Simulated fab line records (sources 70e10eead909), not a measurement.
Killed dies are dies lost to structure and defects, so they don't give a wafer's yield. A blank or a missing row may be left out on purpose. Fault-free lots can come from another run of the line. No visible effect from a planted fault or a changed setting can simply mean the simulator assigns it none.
Chamber matching -- flow nand harc -- NHARC_A_STAIRCASE_TRIM_220 on rie diel-09: 4 sister chambers
The step chemistry O2, time 211.2 s. 4 wafers are shown with their chamber, then 8 later ones without.

== WAFERS PAIRED WITH THEIR CHAMBERS ==
wafer,chamber,showerhead plenum p Torr (Torr)
L083.1,1,3.54
L083.5,0,3.41
L083.6,3,3.65
L087.1,2,3.57

== WAFERS WHOSE CHAMBER IS MISSING ==
wafer,showerhead plenum p Torr (Torr)
L087.5,3.57
L087.6,3.63
L092.3,3.39
L092.4,3.63
L092.5,3.52
L093.2,3.57
L093.3,3.52
L093.5,3.57

== THE CHAMBER EACH PASSED THROUGH ==
wafer,from the rows above,in truth
L087.5,can't be placed: 2 or 1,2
L087.6,3,3
L092.3,0,0
L092.4,3,3
L092.5,can't be placed: 1 or 2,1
L093.2,can't be placed: 2 or 1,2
L093.3,can't be placed: 1 or 2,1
L093.5,can't be placed: 2 or 1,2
Placed correctly: 3 of 8. Unplaceable from these rows: 5, with the true chamber sitting among the candidates in 5. Wrongly placed: 0.
How it was worked out, from the rows above alone: a wafer's distance from a chamber is the root of the sum, over the readings, of the square of ((its reading less the chamber's mean) divided by the reading's scatter). The wafer belongs to the nearest chamber; if the next one is less than 2 further off, it can't be placed. A chamber's mean is the mean of its shown wafers. The scatter (one wafer shown for each chamber): square how far every hidden wafer sits from the nearest shown wafer, average those squares and take the square root.
